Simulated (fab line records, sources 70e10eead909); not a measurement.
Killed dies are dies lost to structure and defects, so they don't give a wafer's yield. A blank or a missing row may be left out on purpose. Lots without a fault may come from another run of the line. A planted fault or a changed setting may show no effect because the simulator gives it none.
A struck lot beside a sound one | flow nand_harc | 15 steps out of a route of 1302
Sound: wafers L529.1, L529.2, L529.5. Struck: wafers L526.1, L526.5. The cause comes at the end.
At each step with rows: each side's tool, then ch and its chambers, then its first start. Under that, the readings that differ: sound wafers | struck wafers | difference of the means | sigmas: that difference in standard deviations of wafers without a fault.
alike: readings whose means differ by less than 2 such deviations, and words and numbers that are the same on both sides. not compared: withheld readings, readings that some wafer has no value for, bounds like >300 that may hide the same value, and numbers for which the record gives no deviation and whose values overlap.
The two part at a step that has a row with sigmas, a row that says differs or no value, or rows on one side only. Numbers that don't overlap but have no deviation are shown without sigmas and don't part them. A reading that every wafer of one side lacks parts them only if that side has two wafers or more.

first, 1 step without rows for these wafers: NHARC_A_ONON_D1_DEP_00 (target thk 1000 nm).
NHARC_A_ONON_D1_THK_MEAS_02: measures by ellipsometry.
  sound on film_metro-02, day 13 17:23; struck on film_metro-01, day 12 07:40
  alike: thk_nm
then, 1 step without rows for these wafers: NHARC_A_ONON_D1_DEP_03 (target thk 1000 nm).
NHARC_A_ONON_D1_THK_MEAS_05: measures by ellipsometry.
  sound on film_metro-02, day 13 17:57; struck on film_metro-01, day 12 08:14
  alike: thk_nm
then, 1 step without rows for these wafers: NHARC_A_ONON_D1_DEP_06 (target thk 1000 nm).
NHARC_A_ONON_D1_THK_MEAS_08: measures by ellipsometry.
  sound on film_metro-02, day 13 18:31; struck on film_metro-02, day 12 08:49
  alike: thk_nm
then, 1 step without rows for these wafers: NHARC_A_ONON_D1_DEP_09 (target thk 1000 nm).
NHARC_A_ONON_D1_THK_MEAS_11: measures by ellipsometry.
  sound on film_metro-02, day 13 19:05; struck on film_metro-01, day 12 09:23
  alike: thk_nm
then, 1 step without rows for these wafers: NHARC_A_ONON_D1_DEP_12 (target thk 1000 nm).
NHARC_A_ONON_D1_THK_MEAS_14: measures by ellipsometry.
  sound on film_metro-01, day 13 19:39; struck on film_metro-02, day 12 09:57
  alike: thk_nm
then, 1 step without rows for these wafers: NHARC_A_ONON_D1_ANNEAL_15 (time 3600 s).
NHARC_A_ONON_D1_DEP_16: target thk 1000 nm.
  sound on pecvd_onon-02 ch 0, day 14 06:17; struck on pecvd_onon-03 ch 0, day 12 17:14
  alike: n2o_flow_sccm, nh3_flow_sccm
NHARC_A_ONON_D1_THK_MEAS_18: measures by ellipsometry.
  sound on film_metro-01, day 14 06:47; struck on film_metro-02, day 12 17:44
  reading     | sound          | struck  | difference | sigmas
  thk_nm (nm) | 1004 1003 1006 | 599 600 | -405       | -49
then, 1 step without rows for these wafers: NHARC_A_ONON_D1_DEP_19 (target thk 1000 nm).
-- the record jumps here: 16 days lie between the struck wafers' starts before and after (it left off in module A_ONON_D1 and takes up again in module END, whose first step shown is number 1302 of the route) --
NHARC_END_SORT_01:
  the record has rows for the struck wafers here (prober-02 ch 0, day 29 04:43) and none for the sound ones

WHERE THEY PART
First at NHARC_A_ONON_D1_THK_MEAS_18; last, within this record, at NHARC_END_SORT_01.

WHY: what the simulator had put in
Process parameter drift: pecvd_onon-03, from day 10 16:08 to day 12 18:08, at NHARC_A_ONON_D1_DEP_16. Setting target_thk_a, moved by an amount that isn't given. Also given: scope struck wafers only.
